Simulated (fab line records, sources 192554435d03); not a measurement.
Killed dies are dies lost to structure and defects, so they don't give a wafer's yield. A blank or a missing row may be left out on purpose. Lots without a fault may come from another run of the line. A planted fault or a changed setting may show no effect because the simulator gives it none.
Split-lot experiment | flow n5_finfet | 7 lots, 21 wafers read, on a route of 1938 steps

THE SPLIT
At N5_BEOL_M8_EXPOSE_25 (exposes mask V7, target cd 40 nm), the setting dose_mj was moved away from the recipe's 42.5 on 7 of the 21 wafers read, by -7.5% to +4.8%. The other wafers ran this setting at the recipe's value.

FROM THE SPLIT TO THE READING: what the file shows between them, 2 steps
- N5_BEOL_M8_PEB_26: peb time 60 s
- N5_BEOL_M8_DEVELOP_27: develop time 30 s

THE READING
cd_nm, in nm, at N5_BEOL_M8_CD_MEAS_28 (target cd 40 nm). Fault-free wafers of this fab line usually give 39.96 nm, standard deviation 0.2 nm.

wafer  | tool, chamber at the split | dose_mj as run | against the recipe | cd_nm, nm | against lot-mates on the recipe
L080.2 | euv_scanner-02, 0          | 42.5           | recipe             | 39.49     | -
L080.3 | euv_scanner-02, 0          | 44.27          | +4.2%              | 40.81     | +1.32
L080.4 | euv_scanner-02, 0          | 44.27          | +4.2%              | 40.54     | +1.05
L085.3 | euv_scanner-02, 0          | 42.5           | recipe             | 39.52     | -
L085.5 | euv_scanner-02, 0          | 42.5           | recipe             | 40.38     | -
L085.6 | euv_scanner-02, 0          | 42.5           | recipe             | 40.03     | -
L088.2 | euv_scanner-02, 0          | 44.46          | +4.6%              | 41.06     | +0.63
L088.3 | euv_scanner-02, 0          | 44.46          | +4.6%              | 40.73     | +0.30
L088.5 | euv_scanner-02, 0          | 42.5           | recipe             | 40.43     | -
L089.3 | euv_scanner-02, 0          | 42.5           | recipe             | 39.72     | -
L089.4 | euv_scanner-02, 0          | 39.33          | -7.5%              | 38.08     | -1.64
L089.6 | euv_scanner-02, 0          | 39.33          | -7.5%              | 38.29     | -1.43
L091.2 | euv_scanner-02, 0          | 42.5           | recipe             | 39.74     | -
L091.5 | euv_scanner-02, 0          | 42.5           | recipe             | 39.71     | -
L091.6 | euv_scanner-02, 0          | 42.5           | recipe             | 40.18     | -
L090.1 | euv_scanner-01, 0          | 42.5           | recipe             | 39.83     | -
L090.4 | euv_scanner-01, 0          | 44.54          | +4.8%              | 41.01     | +1.44
L090.5 | euv_scanner-01, 0          | 42.5           | recipe             | 39.31     | -
L095.1 | euv_scanner-01, 0          | 42.5           | recipe             | 40.34     | -
L095.2 | euv_scanner-01, 0          | 42.5           | recipe             | 39.83     | -
L095.4 | euv_scanner-01, 0          | 42.5           | recipe             | 39.81     | -

THE FIT
A straight line over all 21 wafers: cd_nm changes by +0.221 nm for each +1% of dose_mj; r = +0.93; the points scatter about the line by 0.3 nm.
The same after taking each lot's own level away (the mean of its wafers on the recipe; 21 wafers): +0.208 nm for each +1%; r = +0.91; scatter 0.31 nm.
On that fit, the largest move of dose_mj shifts the reading by 1.5 nm.
The lots' own levels span 39.490 to 40.430 nm, that is 4.7 times the standard deviation above.
So the lot-to-lot level changes the slope little: the two slopes agree.
Check: with one of the wafers moved furthest among these (-7.5%) left out of the fit, the line predicts -1.49 nm for it against its lot-mates. It came out at -1.64 nm against them.

OTHER SPLITS ON THESE WAFERS
These wafers also went through other splits before the reading. Each is held against what the fit with the lots' levels taken away leaves over:
other split on the same wafers | wafers away from the commonest value | r with cd_nm (lot level and that fit taken away)
N5_BEOL_M7_EXPOSE_08 dose_mj   | 8                                    | +0.03
N5_BEOL_M8_ETCH_62 time_s      | 7                                    | -0.05

THE WHOLE CHAIN: every reading that the file lists as answering this split, in the file's order
step                  | what it does                                                        | reading                                                        | change (the file's fit)               | r (the file's)
N5_BEOL_M8_CD_MEAS_28 | target cd 40 nm                                                     | cd_nm                                                          | +0.217 nm for each +1% of the setting | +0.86
N5_BEOL_M8_DESCUM_33  | chemistry O2, time 7 s                                              | BEOL_M8.cd_nm (the simulator's own value, which no gauge read) | +0.226 nm for each +1% of the setting | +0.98
N5_BEOL_M8_ETCH_72    | etches underlayer in N2/H2, target depth 6.5 nm, time 5.2 s         | BEOL_M8.cd_nm (the simulator's own value, which no gauge read) | +0.223 nm for each +1% of the setting | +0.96
N5_BEOL_M8_ETCH_66    | etches SOC in N2/H2, target depth 80 nm, overetch 16 nm, time 120 s | BEOL_M8.cd_nm (the simulator's own value, which no gauge read) | +0.247 nm for each +1% of the setting | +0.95

THE FILE'S OWN FIT
cd_nm changes by +0.217 nm for each +1% of dose_mj, r = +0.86.
